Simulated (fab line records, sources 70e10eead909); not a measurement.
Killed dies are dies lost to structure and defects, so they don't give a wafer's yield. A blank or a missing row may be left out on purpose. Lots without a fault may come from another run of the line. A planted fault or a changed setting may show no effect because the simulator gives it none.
fab line records | flow nand_harc
record lots=7 wafers=19 last_day=24
route steps=1159 shown A_BLC@967 END@1159
lots that met no fault: from a run of the same line without faults
start_h: hours from the record's first day to the start of the lot's first wafer shown | wait_h: hours since the lot's step before | " the same as in the row above | L1.1+2: a row that stands for several wafers | - no value, or no start given | * or withheld: withheld | < > ~ a bound
route shown NAME@n: a module of which the file shows steps, and the number in the route of the first | usual: mean/standard deviation of fault-free wafers | same: alike in all rows | chamber/n: place in a boat | sites: the reading at each site | _std_site: their standard deviation | _edge_site: outer sites' mean less inner sites' | radius_mm: how far each site lies from the wafer's centre | mask NAME#n: copy n | behind: the tool/chamber that last shaped the wafer | hold: why the lot was held/for how many hours/how that ended | device: the transistor (n, p or np) that didn't switch | end of line: the same wafers' tests at the end of the route | a step without rows: its recipe alone | killed: dies lost to structure and defects at the first sort, not the wafer's yield | map: a wafer's dies, x killed, . not, _ none there
set.NAME: the setting as run; set.NAME@STEP: as run at that earlier step | model.NAME: the simulator's own value behind a step, which no gauge read
lots at some steps of the route; a table a step, a row a wafer
services: from which hour (start_h, from the record's first day; less than 0 if before it) a tool's chamber was out of use, for how many hours, and why
## steps
# step NHARC_A_BLC_COAT_03
# recipe temp_c=225 time_s=65
# step NHARC_A_BLC_COAT_04
# recipe spin_rpm=1500 resist_thk_nm=90
# step NHARC_A_BLC_SOFTBAKE_05
# recipe temp_c=105 time_s=55
# step NHARC_A_BLC_EBR_06
# step NHARC_A_BLC_EXPOSE_07
# recipe na=1.35 target_cd_nm=100 dose_mj=67.97 mask_id=A_BLC
# step NHARC_A_BLC_PEB_08
# recipe peb_temp_c=100 peb_time_s=65
# step NHARC_A_BLC_DEVELOP_09
# recipe develop_time_s=35 dev_temp_c=23
# step NHARC_A_BLC_CD_MEAS_10
# recipe target_cd_nm=100 landing_energy_ev=500
# usual cd_nm=99.8/0.53
# columns lot.wafer tool chamber start_h wait_h cd_nm
L490.1 cd_sem-01 0 409.04 - 100.0
L490.3 " 0 " " 100.1
L490.4 " 0 " " 98.7
L491.1 cd_sem-01 0 415.61 - 99.5
L491.4 " 0 " " 99.2
L491.6 " 0 " " 99.4
L495.1 cd_sem-02 0 437.46 - 99.7
L495.4 " 0 " " 99.5
L495.5 " 0 " " 99.4
L499.4 cd_sem-02 0 446.76 - 100.6
L499.5 " 0 " " 99.8
L498.2 cd_sem-01 0 447.92 - 99.8
L498.4 " 0 " " 99.3
L508.1 cd_sem-03 0 510.18 - 100.8
L508.4 " 0 " " 99.1
L508.5 " 0 " " 100.2
L511.4 cd_sem-03 0 510.59 - 99.2
L511.5 " 0 " " 99.2
L511.6 " 0 " " 99.5
# step NHARC_A_BLC_OVL_MEAS_11
# usual overlay_x_nm=-0.2/0.74 overlay_y_nm=0.2/0.8
# columns lot.wafer tool chamber start_h wait_h overlay_x_nm overlay_y_nm
L490.1 overlay-01 - 409.13 - 0.2 -0.7
L490.3 " - " " 0.2 0.1
L490.4 " - " " -0.1 -0.3
L491.1 overlay-02 - 415.70 - -0.3 0.8
L491.4 " - " " -0.9 0.7
L491.6 " - " " -0.2 0.7
L495.1 overlay-02 - 437.55 - 1.1 -0.1
L495.4 " - " " 0.5 0.3
L495.5 " - " " 0.0 0.0
L499.4 overlay-01 - 446.84 - -1.5 1.0
L499.5 " - " " -1.0 0.8
L498.2 overlay-02 - 448.00 - -0.9 0.0
L498.4 " - " " -0.7 0.8
L508.1 overlay-01 - 510.27 - -0.1 1.2
L508.4 " - " " -0.5 0.3
L508.5 " - " " -0.5 0.7
L511.4 overlay-02 - 510.67 - -0.3 1.2
L511.5 " - " " -0.1 0.7
L511.6 " - " " -0.6 1.4
# step NHARC_A_BLC_INSPECT_12
# usual raw_defect_count=29/12
# columns lot.wafer tool chamber start_h wait_h raw_defect_count
L490.1 defect_inspect-01 - 409.16 0.0 24
L490.3 " - " " 14
L490.4 " - " " 15
L491.1 defect_inspect-02 - 415.74 0.0 32
L491.4 " - " " 29
L491.6 " - " " 29
L495.1 defect_inspect-01 - 437.59 0.0 20
L495.4 " - " " 21
L495.5 " - " " 15
L499.4 defect_inspect-01 - 446.88 0.0 12
L499.5 " - " " 16
L498.2 defect_inspect-02 - 448.04 0.0 28
L498.4 " - " " 31
L508.1 defect_inspect-02 - 510.31 0.0 38
L508.4 " - " " 54
L508.5 " - " " 30
L511.4 defect_inspect-01 - 510.71 0.0 10
L511.5 " - " " 15
L511.6 " - " " 7
# step NHARC_A_BLC_DESCUM_15
# recipe time_s=3 o2_flow_sccm=200 ar_flow_sccm=0 bias_power_w=0 chemistry=O2
# usual drypump_motor_current_A=5.8/0.36 o2_flow_sccm=200.1/0.6 oes_product_au=1.001/0.0072 rf_vpp_V=57.8/0.91 showerhead_plenum_p_Torr=1.92/0.067 throttle_valve_pct=11.311/0.0095
# columns lot.wafer tool chamber start_h wait_h drypump_motor_current_A o2_flow_sccm oes_product_au rf_hours_counter_h rf_vpp_V showerhead_plenum_p_Torr throttle_valve_pct
L490.3 rie_diel-13 1 409.23 0.1 6.2 199.9 1.000 48 58.7 1.97 11.294
L490.4 " 3 " " 6.2 199.7 0.989 49 56.8 1.78 11.319
L490.1 " 0 " " 4.7 200.4 0.999 47 57.7 2.01 11.312
L491.4 rie_diel-04 0 415.80 0.1 5.5 200.0 1.002 9 58.5 1.94 11.311
L491.1 " 2 " " 5.4 200.5 1.005 11 56.7 1.86 11.319
L491.6 " 1 " " 6.2 199.0 1.002 - 57.7 1.90 11.311
L495.4 rie_diel-04 0 437.66 0.1 5.4 200.5 1.003 13 57.5 1.94 11.313
L495.1 " 1 " " 6.2 200.4 1.010 14 58.0 1.90 11.288
L495.5 " 0 " " 5.4 199.9 1.014 - 57.7 1.94 11.316
L499.4 rie_diel-04 1 446.94 0.1 6.2 200.8 1.002 15 57.9 1.90 11.308
L499.5 " 2 " " 5.5 200.1 0.992 - 56.5 1.86 11.313
L498.4 rie_diel-04 0 448.11 0.1 5.4 199.9 1.005 14 58.6 1.94 11.302
L498.2 " 2 " " 5.4 200.0 1.003 16 57.8 1.86 11.307
L508.4 rie_diel-13 3 510.38 0.1 6.1 200.9 0.992 12 58.4 2.07 11.312
L508.1 " 1 " " 6.2 201.4 0.995 16 57.5 1.96 11.320
L508.5 " 2 " " 6.0 200.0 0.996 - 59.1 2.05 11.317
L511.4 rie_diel-09 0 510.76 0.1 5.3 200.1 0.996 8 59.4 1.78 11.309
L511.6 " 0 " " 5.3 200.0 0.996 - 56.9 1.78 11.318
L511.5 " 1 " " 6.1 200.4 0.999 - 57.9 1.92 11.337
# step NHARC_A_BLC_ETCH_16
# recipe target_depth_a=390 over_etch_frac=0.3 time_s=65 ion_energy_ev=80 cf4_flow_sccm=150 ar_flow_sccm=0 rf_w=300 bias_w=100 chemistry=CF4
# usual drypump_motor_current_A=5.7/0.38 oes_product_au=1.003/0.0078 rf_vpp_V=151.3/1.1 run_length_s=86.3/0.48 showerhead_plenum_p_Torr=1.77/0.056 throttle_valve_pct=13.284/0.0088
# columns lot.wafer tool chamber start_h wait_h drypump_motor_current_A oes_product_au rf_hours_counter_h rf_vpp_V run_length_s showerhead_plenum_p_Torr throttle_valve_pct
L490.1 rie_diel-13 2 409.31 0.1 6.0 1.006 50 152.9 86.0 1.89 13.275
L490.3 " 3 " " 6.1 0.993 49 149.4 86.8 1.65 13.281
L490.4 " 0 " " 4.7 1.000 47 150.8 86.5 1.85 13.283
L491.4 rie_diel-04 0 415.89 0.1 5.5 1.013 9 151.7 86.0 1.79 13.272
L491.1 " 2 " " 5.4 1.001 11 151.7 87.1 1.73 13.272
L491.6 " 3 " " 5.9 1.005 - 151.3 85.6 1.75 13.254
L495.1 rie_diel-04 2 437.75 0.1 5.4 1.007 14 149.7 87.4 1.72 13.277
L495.4 " 3 " " 5.9 1.011 14 150.3 85.9 1.75 13.279
L495.5 " 1 " " 6.2 1.003 - 150.2 86.6 1.76 13.286
L499.4 rie_diel-04 3 447.03 0.1 5.9 1.010 15 153.1 85.8 1.75 13.283
L499.5 " 0 " " 5.5 1.002 - 152.1 85.7 1.79 13.291
L498.4 rie_diel-04 1 448.21 0.1 6.2 0.990 15 152.2 87.1 1.76 13.298
L498.2 " 2 " " 5.5 0.992 16 150.5 86.9 1.72 13.287
L508.4 rie_diel-13 2 510.47 0.1 6.0 1.004 14 152.2 85.9 1.88 13.274
L508.1 " 3 " " 6.1 1.002 12 152.5 86.6 1.90 13.294
L508.5 " 1 " " 6.2 0.994 - 152.3 86.1 1.81 13.284
L511.4 rie_diel-09 3 510.86 0.1 5.7 0.995 7 151.5 86.5 1.81 13.279
L511.5 " 2 " " 5.9 0.994 - 151.3 85.8 1.78 13.285
L511.6 " 3 " " 5.7 0.997 - 150.2 86.7 1.81 13.284
# step NHARC_A_BLC_ETCH_17
# recipe target_depth_a=3900 over_etch_frac=0.25 time_s=609.38 ion_energy_ev=200 n2_flow_sccm=150 h2_flow_sccm=150 ar_flow_sccm=0 rf_w=400 bias_w=150 chemistry=N2/H2
# usual drypump_motor_current_A=5.8/0.39 oes_product_au=1.003/0.0071 rf_vpp_V=430.6/1.9 run_length_s=630.8/0.48 showerhead_plenum_p_Torr=2.04/0.069 throttle_valve_pct=14.171/0.0081
# columns lot.wafer tool chamber start_h wait_h drypump_motor_current_A oes_product_au rf_hours_counter_h rf_vpp_V run_length_s showerhead_plenum_p_Torr throttle_valve_pct
L490.4 rie_diel-13 2 409.40 - 6.0 0.999 50 434.1 630.2 2.20 14.179
L490.3 " 0 " " 4.7 1.007 47 434.1 631.1 2.14 14.176
L490.1 " 1 " " 6.2 1.002 48 431.1 630.5 2.10 14.169
L491.1 rie_diel-04 2 416.02 - 5.4 1.003 11 428.1 630.9 1.98 14.165
L491.4 " 0 " " 5.5 1.008 10 431.0 630.2 2.07 14.161
L491.6 " 1 " " 6.2 0.996 - 430.3 631.2 2.03 14.171
L495.1 rie_diel-04 2 437.87 - 5.5 1.008 14 430.3 631.1 1.98 14.177
L495.4 " 0 " " 5.5 1.012 13 432.0 616.5 2.07 14.178
L495.5 " 1 " " 6.2 1.010 - 430.7 630.7 2.02 14.170
L499.4 rie_diel-04 0 447.21 - 5.5 1.012 14 432.2 616.2 2.07 14.162
L499.5 " 2 " " 5.5 1.008 - 428.2 631.1 1.98 14.162
L498.4 rie_diel-04 3 448.30 - 5.9 1.005 15 431.6 615.9 2.01 14.170
L498.2 " 1 " " 6.2 1.009 15 430.1 616.9 2.02 14.159
L508.1 rie_diel-13 0 510.54 - 4.7 1.011 15 432.9 631.3 2.13 14.169
L508.4 " 1 " " 6.2 0.996 17 432.2 630.8 2.09 14.171
L508.5 " 0 " " 4.7 1.009 - 434.0 631.2 2.13 14.177
L511.4 rie_diel-09 0 510.94 - 5.3 0.991 8 427.0 631.6 1.89 14.182
L511.5 " 0 " " 5.4 1.001 - 427.1 631.3 1.89 14.159
L511.6 " 1 " " 6.1 0.993 - 429.1 631.3 2.04 14.156
# step NHARC_A_BLC_ETCH_18
# recipe target_depth_a=9100 c4f8_flow_sccm=20 o2_flow_sccm=10 ar_flow_sccm=withheld rf_w=600 bias_w=1500 chemistry=C4F8/O2/Ar
# usual oes_product_au=0.954/0.023 rf_vpp_V=978/4.5
# columns lot.wafer tool chamber start_h wait_h oes_product_au rf_hours_counter_h rf_vpp_V
L490.3 rie_diel-13 2 - - 0.925 50 989
L490.1 " 3 " " 0.914 49 969
L490.4 " 2 " " 0.920 - 988
L491.1 rie_diel-04 0 - - 0.959 10 981
L491.4 " 2 " " 0.966 11 974
L491.6 " 3 " " 0.975 - 975
L495.1 rie_diel-04 0 - - 0.965 13 981
L495.4 " 3 " " 0.963 14 977
L495.5 " 0 " " 0.967 - 980
L499.4 rie_diel-04 0 - - 0.924 14 979
L499.5 " 0 " " 0.931 - 980
L498.2 rie_diel-04 3 - - 0.961 15 978
L498.4 " 0 " " 0.950 15 980
L508.4 rie_diel-13 3 - - 0.915 12 988
L508.1 " 1 " " 0.916 17 982
L508.5 " 2 " " 0.927 - 986
L511.4 rie_diel-09 3 - - 0.964 8 982
L511.6 " 0 " " 0.946 - 969
L511.5 " 1 " " 0.962 - 977
# step NHARC_END_SORT_01
# recipe temp_c=25
# usual killed_at_array=28/10 killed_at_other=0.6/0.85 killed_at_periphery=3.3/2.3 killed_dies=32/11 killed_open=3.3/1.5 killed_short=2.1/1.4
# same gross_dies=677
# columns lot.wafer tool chamber start_h wait_h killed_at_array killed_at_other killed_at_periphery killed_dies killed_open killed_short
L490.1 prober-02 0 458.43 2.5 27 0 3 30 3 2
L490.3 prober-02 0 460.05 3.1 19 0 1 20 2 1
L490.4 prober-02 0 460.86 3.4 18 2 4 24 4 4
L491.1 prober-02 0 474.10 2.5 29 0 3 32 1 1
L491.4 prober-02 0 476.47 3.4 31 1 7 39 3 3
L491.6 prober-02 0 478.05 3.9 27 1 6 34 4 0
L495.1 prober-02 0 489.57 2.5 21 0 2 23 2 3
L495.4 prober-02 0 491.98 3.4 27 0 6 33 4 3
L495.5 prober-02 0 492.78 3.7 18 1 9 28 4 5
L498.2 prober-02 0 498.19 2.8 27 0 5 32 3 4
L498.4 prober-02 0 499.83 3.4 32 0 3 35 4 3
L511.4 prober-01 0 563.44 3.4 12 0 4 16 2 6
L511.5 prober-01 0 564.24 3.7 18 0 3 21 5 1
L511.6 prober-01 0 565.04 4.0 13 0 2 15 3 7
L508.1 prober-02 0 563.44 2.5 50 0 4 54 7 5
L508.4 prober-02 0 565.84 3.4 49 2 1 52 4 4
L508.5 prober-02 0 566.64 3.7 28 0 1 29 3 0
# killed by level:class
L490.1 A_SLIT:chamber_film_flake=12 A_CHANNEL_HOLE_D1:chamber_film_flake=3 A_CHANNEL_HOLE_D1:geometric_particle:open=2 P_ZERO_WELL:chamber_film_flake=2 A_STAIRCASE:chamber_film_flake=2 A_WL_FILL:chamber_film_flake=2 A_CONTACT:chamber_film_flake=2 A_CHANNEL_HOLE_D1:geometric_particle:short=1
L490.3 A_SLIT:chamber_film_flake=6 A_STAIRCASE:chamber_film_flake=5 A_CHANNEL_HOLE_D1:chamber_film_flake=2 A_CHANNEL_FILL_D1:chamber_film_flake=2 A_STAIRCASE:geometric_particle:open=1 A_CONTACT:geometric_particle:short=1 A_CONTACT:geometric_particle:open=1 P_STI:chamber_film_flake=1
L490.4 A_SLIT:chamber_film_flake=8 A_WL_FILL:chamber_film_flake=3 A_CONTACT:geometric_particle:open=2 P_STI:chamber_film_flake=2 THIN_TSV:chamber_film_flake=2 P_STI:geometric_particle:open=1 P_M0:geometric_particle:open=1 A_ONON_D1:geometric_particle:short=1
L491.1 A_SLIT:chamber_film_flake=12 A_CHANNEL_HOLE_D1:chamber_film_flake=10 P_STI:chamber_film_flake=3 A_CHANNEL_FILL_D1:chamber_film_flake=2 A_WL_FILL:chamber_film_flake=2 A_ONON_D1:geometric_particle:open=1 A_CONTACT:geometric_particle:short=1 A_STAIRCASE:chamber_film_flake=1
L491.4 A_CHANNEL_HOLE_D1:chamber_film_flake=14 A_SLIT:chamber_film_flake=10 A_SGD_CUT:geometric_particle:short=2 P_STI:chamber_film_flake=2 P_CONTACT:chamber_film_flake=2 P_CONTACT:geometric_particle:open=1 P_M0:geometric_particle:short=1 P_GATE:chamber_film_flake=1
L491.6 A_CHANNEL_HOLE_D1:chamber_film_flake=11 A_SLIT:chamber_film_flake=9 P_STI:chamber_film_flake=5 A_CHANNEL_FILL_D1:chamber_film_flake=3 P_GATE:geometric_particle:open=1 A_ONON_D1:geometric_particle:open=1 A_CHANNEL_HOLE_D1:geometric_particle:open=1 A_CHANNEL_FILL_D1:geometric_particle:open=1
L495.1 A_CHANNEL_HOLE_D1:chamber_film_flake=12 A_STAIRCASE:chamber_film_flake=3 A_CHANNEL_HOLE_D1:geometric_particle:short=1 A_SGD_CUT:geometric_particle:short=1 A_WL_FILL:geometric_particle:open=1 A_CONTACT:geometric_particle:open=1 A_BLC:geometric_particle:short=1 P_GATE:chamber_film_flake=1
L495.4 A_CHANNEL_HOLE_D1:chamber_film_flake=13 A_STAIRCASE:chamber_film_flake=5 P_M2:chamber_film_flake=3 A_CONTACT:geometric_particle:open=2 P_GATE:chamber_film_flake=2 A_WL_FILL:chamber_film_flake=2 A_CHANNEL_FILL_D1:geometric_particle:short=1 A_SGD_CUT:geometric_particle:short=1
L495.5 A_CHANNEL_HOLE_D1:chamber_film_flake=10 P_M2:chamber_film_flake=7 A_CHANNEL_FILL_D1:geometric_particle:short=2 P_GATE:geometric_particle:open=1 P_M2:geometric_particle:short=1 A_SOURCE_PLATE:geometric_particle:open=1 A_ONON_D1:geometric_particle:short=1 A_WL_FILL:geometric_particle:short=1
L498.2 A_CHANNEL_HOLE_D1:chamber_film_flake=11 P_GATE:chamber_film_flake=4 A_WL_FILL:chamber_film_flake=4 A_CONTACT:chamber_film_flake=3 A_M0:geometric_particle:open=2 A_STAIRCASE:chamber_film_flake=2 P_CONTACT:geometric_particle:short=1 A_CHANNEL_HOLE_D1:geometric_particle:short=1
L498.4 A_CHANNEL_HOLE_D1:chamber_film_flake=16 A_STAIRCASE:chamber_film_flake=3 A_WL_FILL:chamber_film_flake=3 A_CHANNEL_FILL_D1:geometric_particle:open=2 P_GATE:chamber_film_flake=2 A_CONTACT:chamber_film_flake=2 P_GATE:geometric_particle:short=1 A_CHANNEL_HOLE_D1:geometric_particle:short=1
L511.4 A_CHANNEL_HOLE_D1:chamber_film_flake=6 P_CONTACT:geometric_particle:short=2 P_CONTACT:geometric_particle:open=1 A_SOURCE_PLATE:geometric_particle:short=1 A_SGD_CUT:geometric_particle:open=1 A_SGD_CUT:geometric_particle:short=1 A_WL_FILL:geometric_particle:short=1 A_CONTACT:geometric_particle:short=1
L508.1 A_SLIT:chamber_film_flake=19 A_CHANNEL_HOLE_D1:chamber_film_flake=7 A_STAIRCASE:chamber_film_flake=7 A_CONTACT:chamber_film_flake=4 A_ONON_D1:geometric_particle:open=2 A_WL_FILL:geometric_particle:short=2 P_M2:chamber_film_flake=2 P_M2:geometric_particle:short=1
L511.5 A_CHANNEL_HOLE_D1:chamber_film_flake=6 A_ZERO_WELL:chamber_film_flake=3 A_SLIT:chamber_film_flake=3 P_GATE:chamber_film_flake=2 P_GATE:geometric_particle:open=1 A_SOURCE_PLATE:geometric_particle:short=1 A_ONON_D1:geometric_particle:open=1 A_CHANNEL_FILL_D1:geometric_particle:open=1
L511.6 A_WL_FILL:geometric_particle:short=5 A_CHANNEL_HOLE_D1:chamber_film_flake=3 A_ZERO_WELL:chamber_film_flake=2 P_CONTACT:geometric_particle:open=1 P_M2:geometric_particle:open=1 A_CHANNEL_HOLE_D1:geometric_particle:short=1 A_WL_FILL:geometric_particle:open=1 A_BLC:geometric_particle:short=1
L508.4 A_SLIT:chamber_film_flake=26 A_CHANNEL_HOLE_D1:chamber_film_flake=8 A_CONTACT:chamber_film_flake=5 A_STAIRCASE:chamber_film_flake=4 STARTING-WAFER:geometric_particle:short=2 P_CONTACT:geometric_particle:open=1 A_SOURCE_PLATE:geometric_particle:short=1 A_CHANNEL_HOLE_D1:geometric_particle:open=1
L508.5 A_SLIT:chamber_film_flake=14 A_STAIRCASE:chamber_film_flake=4 A_CONTACT:chamber_film_flake=4 A_CHANNEL_HOLE_D1:chamber_film_flake=2 P_CONTACT:geometric_particle:open=1 A_ONON_D1:geometric_particle:open=1 A_CONTACT:geometric_particle:open=1 A_ZERO_WELL:chamber_film_flake=1
## services
# columns tool chamber start_h hours kind
rie_diel-04 0 396.03 - clean
rie_diel-04 1 396.03 - clean
rie_diel-04 2 396.03 - clean
rie_diel-04 3 396.03 - clean
rie_diel-04 0 420.53 - clean
rie_diel-04 1 420.53 - clean
rie_diel-04 2 420.53 - clean
rie_diel-04 3 420.53 - clean
rie_diel-09 - 431.11 9.0 pm
rie_diel-13 - 433.34 0.6 repair
rie_diel-04 0 445.03 - clean
rie_diel-04 1 445.03 - clean
rie_diel-04 2 445.03 - clean
rie_diel-04 3 445.03 - clean
rie_diel-13 - 453.21 9.0 pm
rie_diel-09 1 458.80 6.5 repair
rie_diel-04 - 465.90 9.0 pm
rie_diel-04 0 465.90 9.0 vent_cycle
rie_diel-04 1 465.90 9.0 vent_cycle
rie_diel-04 2 465.90 9.0 vent_cycle
rie_diel-04 3 465.90 9.0 vent_cycle
rie_diel-04 0 474.90 - clean
rie_diel-04 1 474.90 - clean
rie_diel-04 2 474.90 - clean
## key
first_sign step=NHARC_A_BLC_ETCH_17 reading=run_length_s direction=down sigmas=30 usual=* struck=*
effect none on later readings
met_at NHARC_A_BLC_ETCH_17
struck_wafers L495.4,L498.2,L498.4,L499.4
sort_left_out L499.4
tester_left_out L495,L498,L499
onset_between 416.02 437.87
fault kind=process_parameter_drift tool=rie_diel-04 chamber=- onset_h=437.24 steps=NHARC_A_BLC_ETCH_17 channel=time_s offset=* shape=step end_h=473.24 scope=struck_wafers_only acts_in=* stated=*
# tester_left_out: of these lots the tester's yield and bins aren't shown, on N5 and GAA mostly nor the transistor test; their killed dies are dies lost to structure and defects alone, not to doping, threshold or leakage, so they don't give the yield
# sort_left_out: the simulated sort isn't trusted on such a fault, so these wafers' sort isn't shown, and their yield isn't known
